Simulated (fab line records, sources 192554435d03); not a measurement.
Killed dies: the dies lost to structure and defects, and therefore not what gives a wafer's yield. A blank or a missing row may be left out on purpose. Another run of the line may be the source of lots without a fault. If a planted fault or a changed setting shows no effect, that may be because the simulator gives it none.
Matching of chambers || flow n5Finfet || N5_BEOL_M14_VIA_ETCH_16 on rieDiel-06: 4 sister chambers
The step etches SiO2 in C4F8/O2/Ar, target depth 1231.3 nm. 4 wafers are shown with their chamber, then 8 later ones without.

== EACH WAFER AND ITS CHAMBER ==
{"wafer": "L086.1", "chamber": 0, "rfVppV (V)": 2281}
{"wafer": "L090.1", "chamber": 3, "rfVppV (V)": 2193}
{"wafer": "L090.3", "chamber": 1, "rfVppV (V)": 2288}
{"wafer": "L093.3", "chamber": 2, "rfVppV (V)": 2171}

== WAFERS MISSING THEIR CHAMBER ==
{"wafer": "L093.4", "rfVppV (V)": 2282}
{"wafer": "L093.6", "rfVppV (V)": 2286}
{"wafer": "L092.3", "rfVppV (V)": 2288}
{"wafer": "L092.4", "rfVppV (V)": 2192}
{"wafer": "L092.6", "rfVppV (V)": 2170}
{"wafer": "L094.1", "rfVppV (V)": 2191}
{"wafer": "L094.5", "rfVppV (V)": 2191}
{"wafer": "L094.6", "rfVppV (V)": 2169}

== CHAMBER TAKEN BY EACH ==
{"wafer": "L093.4", "from the rows above": 0, "in truth": 0}
{"wafer": "L093.6", "from the rows above": "can't be placed: 1 or 0", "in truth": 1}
{"wafer": "L092.3", "from the rows above": 1, "in truth": 1}
{"wafer": "L092.4", "from the rows above": 3, "in truth": 3}
{"wafer": "L092.6", "from the rows above": 2, "in truth": 2}
{"wafer": "L094.1", "from the rows above": 3, "in truth": 3}
{"wafer": "L094.5", "from the rows above": 3, "in truth": 3}
{"wafer": "L094.6", "from the rows above": 2, "in truth": 2}
Correctly placed: 7 of 8. Can't be placed from these rows: 1 (the true chamber is among the candidates in 1). Number placed wrongly: 0.
How it was worked out, from the rows above alone: a wafer's distance from a chamber is the root of the sum, over the readings, of the square of ((its reading less the chamber's mean) divided by the reading's scatter). The wafer belongs to the nearest chamber; if the next one is less than 2 further off, it can't be placed. Each chamber's mean is taken over the wafers shown for it. The scatter: root of mean squared gap, hidden wafer to nearest shown wafer, with one shown wafer a chamber.
